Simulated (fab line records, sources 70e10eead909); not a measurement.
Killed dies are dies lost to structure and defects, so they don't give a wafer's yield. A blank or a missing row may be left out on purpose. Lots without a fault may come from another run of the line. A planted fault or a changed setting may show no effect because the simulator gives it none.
Which tool did it? | flow nand_harc | 13 lots, 39 wafers sampled, at 5 steps of a route of 1302

WHAT THE GAUGES READ, wafer by wafer
NHARC_THIN_TSV_CD_MEAS_33: target cd 5000 nm. Usual: cd_nm 5000.8 nm, standard deviation 1.9.
lot  | measured     | on        | cd_nm (nm)           | flag
L881 | day 23 15:48 | cd_sem-02 | 4998.3 4998.0 4998.4 |
L882 | day 24 18:55 | cd_sem-02 | 4999.8 5004.5 4999.6 |
L883 | day 25 01:16 | cd_sem-03 | 5003.6 5000.1 4998.2 |
L885 | day 25 14:34 | cd_sem-03 | 5003.9 5004.1 5003.4 |
L886 | day 26 08:56 | cd_sem-03 | 5001.1 4999.8 5000.9 |
L888 | day 26 15:54 | cd_sem-02 | 5002.2 5001.2 5002.3 |
L891 | day 27 21:32 | cd_sem-03 | 5000.6 5003.0 4997.7 |
L894 | day 29 11:29 | cd_sem-03 | 5001.2 4999.0 5003.0 |
L900 | day 32 19:07 | cd_sem-03 | 4996.7 4998.1 4999.9 |
L901 | day 32 18:00 | cd_sem-01 | 4999.3 5000.3 4999.6 |
L902 | day 32 22:43 | cd_sem-02 | 4997.6 4999.7 5001.0 |
L903 | day 33 21:42 | cd_sem-03 | 5001.7 5001.0 5001.7 |
L904 | day 33 22:57 | cd_sem-02 | 5000.2 5004.6 5000.0 |

NHARC_END_SORT_01. Usual: killed_at_array 54, standard deviation 17; killed_at_other 1.0, standard deviation 1.4; killed_at_periphery 3.6, standard deviation 2.1; killed_dies 58, standard deviation 17; killed_open 3.2, standard deviation 2; killed_short 2.5, standard deviation 1.5.
lot  | measured     | on        | killed_at_array | killed_at_other | killed_at_periphery | killed_dies | killed_open | killed_short | flag
L886 | day 26 17:59 | prober-01 | 38 54 39        | 1 1 0           | 1 1 1               | 40 56 40    | 0 2 3       | 3 2 1        |
L894 | day 30 00:46 | prober-02 | 56 118 63       | 0 0 0           | 1 0 1               | 57 118 64   | 1 1 4       | 3 3 1        |
L900 | day 33 05:29 | prober-01 | 57 57 63        | 2 2 1           | 4 8 2               | 63 67 66    | 2 3 3       | 2 2 0        |

WHICH TOOL RAN EACH LOT (tool, then ch and the chambers of the sampled wafers, then the start)
lot  | NHARC_A_BLC_PRE_CLEAN_31     | NHARC_THIN_TSV_ETCHBACK_48         | NHARC_THIN_TSV_CMP_21
L881 | pvd_sputter-02, day 22 05:55 | rie_diel-03 ch 0,2,3, day 23 12:16 | cmp-01 ch 1,2,3, day 23 14:19
L882 | pvd_sputter-01, day 23 10:09 | rie_diel-01 ch 2,3, day 24 15:17   | cmp-01 ch 0,3, day 24 17:19
L883 | pvd_sputter-02, day 23 17:15 | rie_diel-01 ch 1,2,3, day 24 21:37 | cmp-01 ch 1,2,3, day 24 23:38
L885 | pvd_sputter-03, day 24 06:08 | rie_diel-01 ch 1,2,3, day 25 10:58 | cmp-04 ch 0,1,3, day 25 13:01
L886 | pvd_sputter-03, day 25 01:07 | rie_diel-01 ch 0,1,3, day 26 05:24 | cmp-03 ch 0,1,2, day 26 07:31
L888 | pvd_sputter-03, day 25 07:11 | rie_diel-08 ch 0,2,3, day 26 12:19 | cmp-01 ch 0,1,2, day 26 14:20
L891 | pvd_sputter-02, day 26 13:23 | rie_diel-08 ch 2,3, day 27 17:51   | cmp-01 ch 1,2, day 27 19:55
L894 | pvd_sputter-03, day 28 03:17 | rie_diel-03 ch 1,2, day 29 07:50   | cmp-04 ch 0,1,2, day 29 09:55
L900 | pvd_sputter-01, day 31 06:33 | rie_diel-08 ch 1,2, day 32 15:33   | cmp-03 ch 0,3, day 32 17:37
L901 | pvd_sputter-02, day 31 07:04 | rie_diel-03 ch 0,3, day 32 14:22   | cmp-01 ch 1,2, day 32 16:26
L902 | pvd_sputter-01, day 31 14:59 | rie_diel-08 ch 0,2, day 32 19:02   | cmp-03 ch 2,3, day 32 21:03
L903 | pvd_sputter-02, day 32 11:10 | rie_diel-03 ch 1,2, day 33 18:10   | cmp-03 ch 2,3, day 33 20:14
L904 | pvd_sputter-02, day 32 13:39 | rie_diel-08 ch 0,1,2, day 33 19:25 | cmp-04 ch 0,3, day 33 21:28
- NHARC_A_BLC_PRE_CLEAN_31: time 15 s.
- NHARC_THIN_TSV_ETCHBACK_48: etches the open film in C4F8/Ar, target depth 1028.5 nm, time 405.17 s.
- NHARC_THIN_TSV_CMP_21: polishes, t overpolish 30 s, target thk 2000 nm.

WHAT THE TOOLS THEMSELVES READ (means of the sampled wafers that have a number; where no wafer has one, the mark that the record gives instead)
NHARC_THIN_TSV_ETCHBACK_48. Usual: bias_w 299.9 W, standard deviation 0.92; oes_product_au 0.94 a.u., standard deviation 0.031; rf_vpp_V 547 V, standard deviation 4.
lot  | tool        | bias_w (W) | oes_product_au (a.u.) | rf_vpp_V (V) | flag
L881 | rie_diel-03 | 300.4      | 0.92                  | 549          |
L882 | rie_diel-01 | 299.3      | 1.00                  | 546          |
L883 | rie_diel-01 | 300.5      | 1.00                  | 547          |
L885 | rie_diel-01 | 299.5      | 1.00                  | 548          |
L886 | rie_diel-01 | 299.9      | 0.93                  | 549          |
L888 | rie_diel-08 | 300.3      | 0.97                  | 547          |
L891 | rie_diel-08 | 300.0      | 0.96                  | 549          |
L894 | rie_diel-03 | 299.7      | 0.97                  | 548          |
L900 | rie_diel-08 | 300.8      | 0.94                  | 546          |
L901 | rie_diel-03 | 299.5      | 0.93                  | 546          |
L902 | rie_diel-08 | 298.6      | 0.93                  | 546          |
L903 | rie_diel-03 | 299.6      | 0.93                  | 545          |
L904 | rie_diel-08 | 299.9      | 0.94                  | 544          |

NHARC_THIN_TSV_CMP_21. Usual: motor_current_A 11.5 A, standard deviation 0.94; overpolish_run_s 30.001 s, standard deviation 0.0087.
lot  | tool   | motor_current_A (A) | overpolish_run_s (s) | flag
L881 | cmp-01 | 10.8                | 30.006               |
L882 | cmp-01 | 11.0                | 29.998               |
L883 | cmp-01 | 10.5                | 29.994               |
L885 | cmp-04 | 11.6                | 30.001               |
L886 | cmp-03 | 12.3                | 29.997               |
L888 | cmp-01 | 10.9                | 30.006               |
L891 | cmp-01 | 10.1                | 29.997               |
L894 | cmp-04 | 12.0                | 30.011               |
L900 | cmp-03 | 12.3                | 30.005               |
L901 | cmp-01 | 10.7                | 29.993               |
L902 | cmp-03 | 11.8                | 29.998               |
L903 | cmp-03 | 11.9                | 29.995               |
L904 | cmp-04 | 12.2                | 30.001               |

THE ANSWER, worked out from the rows above alone
Rule: a lot is off if the mean of its wafers that have a number lies more than 3 standard deviations from the usual mean. A lot without any number at a reading at which 4 lots or more have one is off too. The other lots that the step has rows for count as sound. The gauges are gone through in route order, then the tools' own readings, and for those a lot's mean is taken as printed above. The first step at which some lot is off is used, and at that step the reading that is off furthest; a lot without a number counts as furthest.
No lot is off at any reading shown: from this, nothing can be told.

WHAT THE SIMULATOR HAD PUT IN
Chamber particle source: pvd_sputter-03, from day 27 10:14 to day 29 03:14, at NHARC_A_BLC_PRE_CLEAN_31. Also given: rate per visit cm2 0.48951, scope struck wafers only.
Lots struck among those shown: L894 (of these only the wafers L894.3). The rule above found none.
